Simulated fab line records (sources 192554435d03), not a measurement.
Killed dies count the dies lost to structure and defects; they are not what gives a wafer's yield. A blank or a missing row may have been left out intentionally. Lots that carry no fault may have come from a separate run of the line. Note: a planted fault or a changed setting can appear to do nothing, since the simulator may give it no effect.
2 desks, one fault -- flow n5 finfet -- only its own numbers are on each desk; what lay behind them is given at the end

DESK OF THE TOOL OWNER: rie diel-05
The tool's own readings at N5_BEOL_M8_ETCH_61 (etches SiARC in CF4, target depth 45.5 nm, time 75.8 s): means of the sampled wafers that have a number, for each lot that ran on this tool. Marked OUT: a lot whose mean sits more than 4 standard deviations from the usual mean, which makes it out of limits; the brackets give that distance. Of its 8 readings 7 are shown: those that lie furthest out on some lot.
Columns: A = bias w at N5_BEOL_M8_ETCH_61, usual 36.00 W; B = cf4 flow sccm at N5_BEOL_M8_ETCH_61, usual 100.0 sccm; C = etch rf on time s at N5_BEOL_M8_ETCH_61, usual 76.4 s; D = oes product au at N5_BEOL_M8_ETCH_61, usual 0.68 a.u.; E = rf vpp V at N5_BEOL_M8_ETCH_61, usual 184.4 V; F = showerhead plenum p Torr at N5_BEOL_M8_ETCH_61, usual 2.17 Torr; G = throttle valve pct at N5_BEOL_M8_ETCH_61, usual 15.61 %
lot,first seen here,A,B,C,D,E,F,G
L282,day 9 13:14,35.96,100.3,76.8,0.60,183.9,2.12,15.78
L285,day 10 06:02,35.98,100.3,78.1,0.58,183.2,2.08,15.81
L296,day 12 21:27,36.09,99.9,76.1,0.67,184.4,2.17,15.72
L294,day 12 21:43,36.00,100.1,74.8,0.66,184.5,2.16,15.59
L298,day 13 11:34,35.89,99.9,73.5,0.69,183.8,2.15,15.46
L300,day 15 10:39,35.93,99.8,73.8,0.77,185.2,2.26,15.25
Finding of this desk: none of the 6 lots has anything out of limits.

AT THE METROLOGY DESK
What the gauges read for every lot (on any tool): the sampled wafers with a number, averaged. Marked OUT: a lot whose mean sits more than 4 standard deviations from the usual mean, which makes it out of limits; the brackets give that distance.
Columns: A = cd nm at N5_BEOL_M8_CD_MEAS_18, usual 40.0 nm
lot,first seen here,A
L281,day 9 07:04,40.0
L282,day 9 13:44,40.6
L285,day 10 06:28,40.1
L293,day 12 17:09,41.1
L296,day 12 21:52,39.7
L294,day 12 22:08,39.8
L298,day 13 12:05,40.0
L297,day 14 05:08,39.9
L299,day 14 18:58,39.7
L300,day 15 11:05,40.1
L303,day 15 14:06,40.1
L301,day 15 14:20,39.7
Finding of this desk: none of the 12 lots has anything out of limits.

BROUGHT TOGETHER
The desk of the tool owner found nothing out of limits.
Metrology desk: nothing out of limits seen.

WHAT HAD BEEN PUT IN BY THE SIMULATOR
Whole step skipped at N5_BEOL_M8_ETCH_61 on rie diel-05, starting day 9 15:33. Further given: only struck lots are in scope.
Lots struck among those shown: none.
